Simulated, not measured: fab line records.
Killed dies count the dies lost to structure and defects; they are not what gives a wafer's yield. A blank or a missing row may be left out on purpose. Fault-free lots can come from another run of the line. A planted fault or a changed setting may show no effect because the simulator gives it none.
Matching of chambers    flow n5_finfet    N5_BEOL_M13_ETCH_67 on rie_diel-03: 4 sister chambers
The step etches SiARC in CF4, target depth 143 nm, time 238.3 s. 14 wafers are shown with their chamber, then 7 later ones without.

== EACH WAFER AND ITS CHAMBER ==
wafer   chamber  drypump_motor_current_A (A)  throttle_valve_pct (%)  showerhead_plenum_p_Torr (Torr)
L083.2  1        6.4                          15.77                   2.14
L083.5  3        4.9                          15.98                   2.21
L083.6  2        5.4                          15.16                   2.17
L082.2  2        5.4                          15.18                   2.17
L082.4  3        4.9                          15.99                   2.21
L082.5  2        5.4                          15.16                   2.17
L081.2  2        5.4                          15.18                   2.17
L081.3  0        6.0                          15.59                   2.17
L081.4  1        6.4                          15.78                   2.13
L088.1  1        6.5                          15.78                   2.13
L088.2  2        5.4                          15.18                   2.17
L088.6  1        6.5                          15.80                   2.13
L091.1  2        5.4                          15.19                   2.17
L091.4  1        6.4                          15.80                   2.13

SIGNATURES, as means of the wafers listed above
reading                   chamber 0  chamber 1  chamber 2  chamber 3  scatter within a chamber
drypump_motor_current_A   6.000      6.440      5.400      4.900      0.0346
throttle_valve_pct        15.5900    15.7860    15.1750    15.9850    0.0123
showerhead_plenum_p_Torr  2.1700     2.1320     2.1700     2.2100     0.00283
Rule: distance of a wafer from a chamber = root of the sum over the readings of ((wafer's reading minus chamber's mean) / reading's scatter) squared. The wafer belongs to the nearest chamber; if the next one is less than 2 further off, it can't be placed. The scatter: the root of (the sum of the squares of (reading less its chamber's mean) over the shown wafers, divided by (wafers less chambers)).

== WAFERS WITHOUT THEIR CHAMBER ==
wafer   drypump_motor_current_A (A)  throttle_valve_pct (%)  showerhead_plenum_p_Torr (Torr)
L091.5  5.4                          15.19                   2.17
L096.2  4.9                          16.03                   2.20
L096.3  6.0                          15.63                   2.17
L096.4  5.4                          15.24                   2.16
L097.1  5.4                          15.23                   2.16
L097.4  6.0                          15.62                   2.17
L097.6  6.5                          15.83                   2.13

== THE CHAMBER EACH PASSED THROUGH ==
wafer   from the rows above  in truth
L091.5  2                    2
L096.2  3                    3
L096.3  0                    0
L096.4  2                    2
L097.1  2                    2
L097.4  0                    0
L097.6  1                    1
Placed correctly: 7 of 7. From these rows, 0 cannot be placed. Wrongly placed: 0.
